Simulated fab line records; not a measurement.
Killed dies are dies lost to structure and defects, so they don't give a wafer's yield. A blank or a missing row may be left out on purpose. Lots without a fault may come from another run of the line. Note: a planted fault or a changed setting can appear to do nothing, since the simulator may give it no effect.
Chamber matching + flow nandHarc + NHARC_A_CHANNEL_FILL_D1_ALD_25 on aldHk-02: 4 sister chambers
The step deposits SiOx, target thk 60 nm, pulse time 10 s, ald cycles 600. 14 wafers are shown with their chamber, then 6 later ones without.

WAFERS WITH THEIR CHAMBER
| wafer  | chamber | heaterPowerW (W) | precursorPulseHeightRel |
|--------|---------|------------------|-------------------------|
| L375.3 | 3       | 469              | 1.005                   |
| L375.4 | 0       | 492              | 1.002                   |
| L375.5 | 0       | 493              | 0.994                   |
| L378.1 | 0       | 478              | 0.989                   |
| L378.3 | 1       | 426              | 1.004                   |
| L378.6 | 3       | 460              | 0.989                   |
| L380.4 | 3       | 464              | 1.012                   |
| L380.1 | 2       | 490              | 0.999                   |
| L380.5 | 0       | 487              | 1.001                   |
| L384.3 | 2       | 505              | 0.983                   |
| L384.4 | 0       | 490              | 0.991                   |
| L384.5 | 2       | 498              | 0.975                   |
| L386.1 | 3       | 474              | 1.016                   |
| L386.3 | 0       | 506              | 1.061                   |

SIGNATURES, as means of the wafers listed above
| reading                 | chamber 0 | chamber 1 | chamber 2 | chamber 3 | scatter within a chamber |
|-------------------------|-----------|-----------|-----------|-----------|--------------------------|
| heaterPowerW            | 491.00    | 426.00    | 497.67    | 466.75    | 8                        |
| precursorPulseHeightRel | 1.00633   | 1.00400   | 0.98567   | 1.00550   | 0.0211                   |
Rule: a wafer lies at a distance from a chamber equal to the root of the sum of squares, over the readings, of (its reading less the chamber's mean, divided by the reading's scatter). The wafer belongs to the nearest chamber; if the next one is less than 2 further off, it can't be placed. The scatter: the root of (the sum of the squares of (reading less its chamber's mean) over the shown wafers, divided by (wafers less chambers)).

WAFERS WITHOUT THEIR CHAMBER
| wafer  | heaterPowerW (W) | precursorPulseHeightRel |
|--------|------------------|-------------------------|
| L386.5 | 510              | 0.997                   |
| L392.2 | 471              | 1.018                   |
| L392.6 | 469              | 1.011                   |
| L394.4 | 468              | 1.012                   |
| L394.2 | 474              | 1.024                   |
| L394.6 | 465              | 1.001                   |

CHAMBER TAKEN BY EACH
| wafer  | from the rows above     | in truth |
|--------|-------------------------|----------|
| L386.5 | can't be placed: 2 or 0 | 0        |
| L392.2 | can't be placed: 3 or 0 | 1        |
| L392.6 | 3                       | 3        |
| L394.4 | 3                       | 3        |
| L394.2 | can't be placed: 3 or 0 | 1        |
| L394.6 | 3                       | 3        |
Correct placement for 3 of the 6. From these rows, 3 cannot be placed; in 1 the true chamber is one of the candidates. Wrongly placed: 0.
